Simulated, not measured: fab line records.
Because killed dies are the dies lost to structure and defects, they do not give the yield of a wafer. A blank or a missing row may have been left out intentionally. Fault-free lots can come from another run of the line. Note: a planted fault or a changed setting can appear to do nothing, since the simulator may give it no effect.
Which tool did it? | flow n5Finfet | Sampling: 11 lots, 33 wafers, 5 of 1938 route steps

WHAT EACH GAUGE READ, for each wafer
N5_BEOL_M3_THK_MEAS_53: measures by xrf.
lot  | measured     | on           | M3_THK (nm)
L876 | day 7 17:25  | filmMetro-02 | 40.1 42.6 42.1
L883 | day 10 00:42 | filmMetro-02 | 39.7 41.9 40.4
L884 | day 10 03:56 | filmMetro-01 | 41.2 42.3 43.1
L885 | day 10 06:02 | filmMetro-01 | 38.6 41.9 42.4
L886 | day 10 16:43 | filmMetro-01 | 41.1 38.7 39.8
L888 | day 10 22:59 | filmMetro-02 | 43.1 44.5 41.1
L890 | day 11 08:56 | filmMetro-01 | 40.7 42.5 43.5
L893 | day 12 06:48 | filmMetro-02 | 42.9 43.1 43.1
L894 | day 12 10:05 | filmMetro-02 | 39.1 41.8 41.9
L895 | day 12 16:23 | filmMetro-01 | 39.9 39.5 40.1
L898 | day 13 14:16 | filmMetro-02 | 37.7 42.0 40.3

N5_BEOL_M4_RC_MEAS_101.
lot  | measured     | on        | DIBL_N (mV/V)  | DIBL_P (mV/V)  | IOFF_N (nA/um) | IOFF_P (nA/um) | ION_N (uA/um) | ION_P (uA/um) | SS_N (mV/dec)  | SS_P (mV/dec)  | VT_N (mV)   | VT_P (mV)
L876 | day 8 07:31  | prober-01 | 35.3 38.5 36.4 | 35.4 38.8 37.1 | 0.15 0.21 0.16 | 0.19 0.24 0.23 | 674 687 674   | 457 461 465   | 71.6 72.6 71.7 | 73.0 73.6 73.4 | 249 245 250 | -251 -249 -247
L883 | day 10 12:10 | prober-01 | 38.0 37.3 36.9 | 38.3 35.4 35.4 | 0.17 0.14 0.14 | 0.26 0.21 0.21 | 679 660 664   | 480 458 462   | 72.0 71.1 71.9 | 73.9 73.1 72.7 | 250 249 253 | -244 -249 -248
L884 | day 10 17:31 | prober-02 | 37.3 36.4 36.4 | 37.4 35.5 36.1 | 0.17 0.14 0.15 | 0.23 0.18 0.21 | 678 667 668   | 468 453 454   | 71.3 70.6 70.6 | 73.4 73.6 73.7 | 246 251 251 | -247 -253 -251
L885 | day 10 18:57 | prober-01 | 35.4 35.0 35.7 | 36.1 35.7 36.6 | 0.14 0.14 0.14 | 0.17 0.17 0.18 | 667 676 664   | 452 460 452   | 71.0 71.0 71.4 | 73.5 72.2 73.3 | 253 251 254 | -256 -255 -255
L886 | day 11 06:13 | prober-01 | 34.2 34.6 36.7 | 34.8 36.0 36.9 | 0.14 0.15 0.18 | 0.20 0.21 0.21 | 666 688 687   | 463 478 471   | 70.9 71.3 71.7 | 72.3 72.5 73.6 | 250 248 247 | -249 -250 -254
L888 | day 11 15:33 | prober-01 | 37.8 34.7 35.8 | 38.7 34.4 36.0 | 0.20 0.13 0.15 | 0.28 0.20 0.23 | 680 676 672   | 468 463 462   | 71.4 71.5 71.4 | 73.7 73.3 73.7 | 248 253 249 | -247 -250 -250
L890 | day 11 19:40 | prober-01 | 35.4 33.9 32.9 | 35.8 34.5 33.4 | 0.15 0.13 0.11 | 0.21 0.18 0.17 | 672 656 646   | 465 454 457   | 71.2 70.8 70.6 | 73.1 72.5 72.7 | 249 254 253 | -250 -250 -252
L893 | day 12 17:00 | prober-01 | 36.2 35.7 38.9 | 36.4 36.7 39.9 | 0.15 0.14 0.20 | 0.20 0.20 0.25 | 669 673 676   | 461 465 463   | 70.9 71.5 72.4 | 73.8 73.3 74.3 | 250 251 246 | -251 -250 -247
L894 | day 12 20:27 | prober-01 | 34.9 34.4 35.2 | 34.4 33.1 34.6 | 0.14 0.12 0.13 | 0.20 0.17 0.20 | 658 654 660   | 457 450 454   | 71.2 70.5 71.1 | 72.8 72.2 73.1 | 252 254 251 | -249 -253 -250
L895 | day 13 07:11 | prober-02 | 35.3 37.0 37.0 | 34.9 37.4 35.8 | 0.15 0.18 0.18 | 0.23 0.26 0.23 | 667 670 675   | 470 470 465   | 71.1 71.5 71.3 | 73.2 73.6 73.6 | 253 247 249 | -247 -247 -247
L898 | day 13 22:20 | prober-02 | 34.9 35.4 36.7 | 36.0 36.3 38.3 | 0.16 0.17 0.21 | 0.20 0.21 0.24 | 682 674 688   | 463 461 463   | 71.6 71.3 72.0 | 73.4 74.2 73.9 | 248 248 242 | -247 -248 -248

WHAT TOOL EACH LOT RAN ON (gives the tool, then ch and the chambers of the sampled wafers, and finally the start)
lot  | N5_BEOL_M3_ANNEAL_80        | N5_BEOL_M3_ANNEAL_89        | N5_BEOL_M3_ANNEAL_95
L876 | pvdSputter-02, day 7 15:05  | pvdSputter-02, day 7 15:45  | pvdSputter-02, day 7 16:25
L883 | pvdSputter-02, day 9 22:17  | pvdSputter-02, day 9 22:57  | pvdSputter-02, day 9 23:37
L884 | pvdSputter-01, day 10 01:41 | pvdSputter-01, day 10 02:21 | pvdSputter-01, day 10 03:01
L885 | pvdSputter-03, day 10 03:47 | pvdSputter-03, day 10 04:27 | pvdSputter-03, day 10 05:07
L886 | pvdSputter-03, day 10 14:28 | pvdSputter-03, day 10 15:07 | pvdSputter-03, day 10 15:47
L888 | pvdSputter-01, day 10 20:44 | pvdSputter-01, day 10 21:24 | pvdSputter-01, day 10 22:04
L890 | pvdSputter-03, day 11 06:41 | pvdSputter-03, day 11 07:20 | pvdSputter-03, day 11 08:00
L893 | pvdSputter-01, day 12 04:32 | pvdSputter-01, day 12 05:11 | pvdSputter-01, day 12 05:51
L894 | pvdSputter-02, day 12 07:50 | pvdSputter-02, day 12 08:30 | pvdSputter-02, day 12 09:10
L895 | pvdSputter-01, day 12 14:08 | pvdSputter-01, day 12 14:48 | pvdSputter-01, day 12 15:28
L898 | pvdSputter-01, day 13 12:01 | pvdSputter-01, day 13 12:41 | pvdSputter-01, day 13 13:20
- N5_BEOL_M3_ANNEAL_80: time 240 s.
- N5_BEOL_M3_ANNEAL_89: time 240 s.
- N5_BEOL_M3_ANNEAL_95: time 240 s.

WHAT THE TOOLS THEMSELVES READ (means of the sampled wafers that have a number; where no wafer has one, the mark that the record gives instead)
N5_BEOL_M3_ANNEAL_80.
lot  | tool          | heaterPowerW (W) | susceptorTempC (C)
L876 | pvdSputter-02 | 936              | 400.09
L883 | pvdSputter-02 | 854              | 400.19
L884 | pvdSputter-01 | 838              | 399.95
L885 | pvdSputter-03 | 729              | 399.91
L886 | pvdSputter-03 | 761              | 400.10
L888 | pvdSputter-01 | 761              | 399.80
L890 | pvdSputter-03 | 813              | 400.23
L893 | pvdSputter-01 | 752              | 400.00
L894 | pvdSputter-02 | 843              | 400.08
L895 | pvdSputter-01 | 767              | 399.83
L898 | pvdSputter-01 | 870              | 399.87

N5_BEOL_M3_ANNEAL_89.
lot  | tool          | heaterPowerW (W) | susceptorTempC (C)
L876 | pvdSputter-02 | 949              | 400.14
L883 | pvdSputter-02 | 858              | 399.86
L884 | pvdSputter-01 | 849              | 400.18
L885 | pvdSputter-03 | 748              | 400.09
L886 | pvdSputter-03 | 767              | 399.90
L888 | pvdSputter-01 | 775              | 399.84
L890 | pvdSputter-03 | 804              | 400.13
L893 | pvdSputter-01 | 750              | 399.99
L894 | pvdSputter-02 | 842              | 399.92
L895 | pvdSputter-01 | 761              | 399.58
L898 | pvdSputter-01 | 873              | 400.05

N5_BEOL_M3_ANNEAL_95.
lot  | tool          | heaterPowerW (W) | susceptorTempC (C)
L876 | pvdSputter-02 | 946              | 399.80
L883 | pvdSputter-02 | 853              | 400.03
L884 | pvdSputter-01 | -                | -
L885 | pvdSputter-03 | -                | -
L886 | pvdSputter-03 | -                | -
L888 | pvdSputter-01 | 773              | 399.78
L890 | pvdSputter-03 | 790              | 400.06
L893 | pvdSputter-01 | 753              | 400.20
L894 | pvdSputter-02 | 850              | 400.31
L895 | pvdSputter-01 | 761              | 400.14
L898 | pvdSputter-01 | 876              | 400.10

THE ANSWER, worked out from the rows above alone
Rule: the usual values come from the lots themselves. The widest of any qualifying gaps counts: lots, ordered by their means at a reading, are off when they make up no more than a third of the lots, leave a main group of 4 or more, and stand apart from it by 3 or more times the standard deviation of that group's means. The tables above print the reading to a certain number of digits; a main group whose means all agree to those digits is not used. Also off: a lot with no number at a reading for which 4 or more lots have one. All remaining lots with rows at the step are treated as sound. After the gauges, taken in route order, come the tools' own readings; for these a lot's mean is taken, as printed above. The first step at which some lot is off is used, and at that step the reading that is off furthest; a lot without a number counts as furthest.
Off at N5_BEOL_M3_ANNEAL_95 (heaterPowerW): L884, L885, L886. Without a number there: L884, L885, L886. Main group: mean 825 W, sd 63.
If a tool, at that step or one of the process steps before it, ran each lot that is off and ran no sound lot following the first of them, it fits. Of those tried, none fits.

WHAT THE SIMULATOR HAD PUT IN
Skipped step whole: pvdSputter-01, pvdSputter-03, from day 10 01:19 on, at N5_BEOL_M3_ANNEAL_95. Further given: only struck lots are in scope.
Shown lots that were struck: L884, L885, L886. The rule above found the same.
